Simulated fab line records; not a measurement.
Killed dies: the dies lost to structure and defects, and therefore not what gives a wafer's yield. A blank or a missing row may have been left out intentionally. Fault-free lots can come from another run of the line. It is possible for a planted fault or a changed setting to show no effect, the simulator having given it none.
Chamber matching :: flow n5-finfet :: N5_MOL_CONTACT_COAG_ETCHBACK_135 on rie-diel-04 has 4 sister chambers
The step etches SiO2 in CHF3, target depth 25 nm, time 16.7 s. 4 wafers are shown with their chamber, then 12 later ones without.

WAFERS PAIRED WITH THEIR CHAMBERS
wafer: L087.4
chamber: 1
drypump-motor-current-A (A): 5.4

wafer: L087.5
chamber: 0
drypump-motor-current-A (A): 6.1

wafer: L089.3
chamber: 3
drypump-motor-current-A (A): 5.5

wafer: L089.6
chamber: 2
drypump-motor-current-A (A): 4.7

WAFERS WITHOUT THEIR CHAMBER
wafer: L092.1
drypump-motor-current-A (A): 4.8

wafer: L092.2
drypump-motor-current-A (A): 6.1

wafer: L092.5
drypump-motor-current-A (A): 5.5

wafer: L096.1
drypump-motor-current-A (A): 5.5

wafer: L096.2
drypump-motor-current-A (A): 5.4

wafer: L096.3
drypump-motor-current-A (A): 4.7

wafer: L096.4
drypump-motor-current-A (A): 6.1

wafer: L096.5
drypump-motor-current-A (A): 6.1

wafer: L096.6
drypump-motor-current-A (A): 5.4

wafer: L097.2
drypump-motor-current-A (A): 5.4

wafer: L097.3
drypump-motor-current-A (A): 4.7

wafer: L097.5
drypump-motor-current-A (A): 5.5

WHICH CHAMBER EACH ONE RAN IN
wafer: L092.1
from the rows above: 2
in truth: 2

wafer: L092.2
from the rows above: 0
in truth: 0

wafer: L092.5
from the rows above: 3
in truth: 3

wafer: L096.1
from the rows above: 3
in truth: 3

wafer: L096.2
from the rows above: 1
in truth: 1

wafer: L096.3
from the rows above: 2
in truth: 2

wafer: L096.4
from the rows above: 0
in truth: 0

wafer: L096.5
from the rows above: 0
in truth: 0

wafer: L096.6
from the rows above: 1
in truth: 1

wafer: L097.2
from the rows above: 1
in truth: 1

wafer: L097.3
from the rows above: 2
in truth: 2

wafer: L097.5
from the rows above: 3
in truth: 3
Correctly placed: 12 of 12. Number that these rows cannot place: 0. Number placed wrongly: 0.
How it was worked out, from the rows above alone: a wafer's distance from a chamber is the root of the sum, over the readings, of the square of ((its reading less the chamber's mean) divided by the reading's scatter). The wafer belongs to the nearest chamber; if the next one is less than 2 further off, it can't be placed. A chamber's mean is the mean of its shown wafers. The scatter (one wafer shown for each chamber): square how far every hidden wafer sits from the nearest shown wafer, average those squares and take the square root.
